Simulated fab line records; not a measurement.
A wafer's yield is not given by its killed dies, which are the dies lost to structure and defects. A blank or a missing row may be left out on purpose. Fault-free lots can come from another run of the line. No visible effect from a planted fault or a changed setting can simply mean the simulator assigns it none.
Matching of chambers :: flow n5Finfet :: 3 sister chambers for N5_BEOL_M4_STRIP_66 on rieDiel-05
The step strips in CF4. 3 wafers are shown with their chamber, then 6 later ones without.

== WAFERS WITH THEIR CHAMBER ==
wafer: L086.3
chamber: 2
drypumpMotorCurrentA (A): 5.1

wafer: L087.1
chamber: 0
drypumpMotorCurrentA (A): 5.7

wafer: L087.4
chamber: 1
drypumpMotorCurrentA (A): 6.0

== WAFERS MISSING THEIR CHAMBER ==
wafer: L087.5
drypumpMotorCurrentA (A): 5.1

wafer: L085.1
drypumpMotorCurrentA (A): 6.0

wafer: L085.5
drypumpMotorCurrentA (A): 6.0

wafer: L096.1
drypumpMotorCurrentA (A): 6.0

wafer: L096.4
drypumpMotorCurrentA (A): 6.1

wafer: L096.5
drypumpMotorCurrentA (A): 5.7

== THE CHAMBER EACH PASSED THROUGH ==
wafer: L087.5
from the rows above: 2
in truth: 2

wafer: L085.1
from the rows above: 1
in truth: 1

wafer: L085.5
from the rows above: 1
in truth: 1

wafer: L096.1
from the rows above: 1
in truth: 1

wafer: L096.4
from the rows above: 1
in truth: 1

wafer: L096.5
from the rows above: 0
in truth: 0
Correct placement for 6 of the 6. From these rows, 0 cannot be placed. Wrongly placed: 0.
How it was worked out, from the rows above alone: a wafer's distance from a chamber is the root of the sum, over the readings, of the square of ((its reading less the chamber's mean) divided by the reading's scatter). If the next closest chamber is less than 2 further off than the closest, the wafer can't be placed; otherwise it belongs to the closest. The mean given for a chamber averages the wafers shown for that chamber. The scatter: with one shown wafer a chamber, the root of the mean of the squares of how far each hidden wafer lies from its nearest shown one.
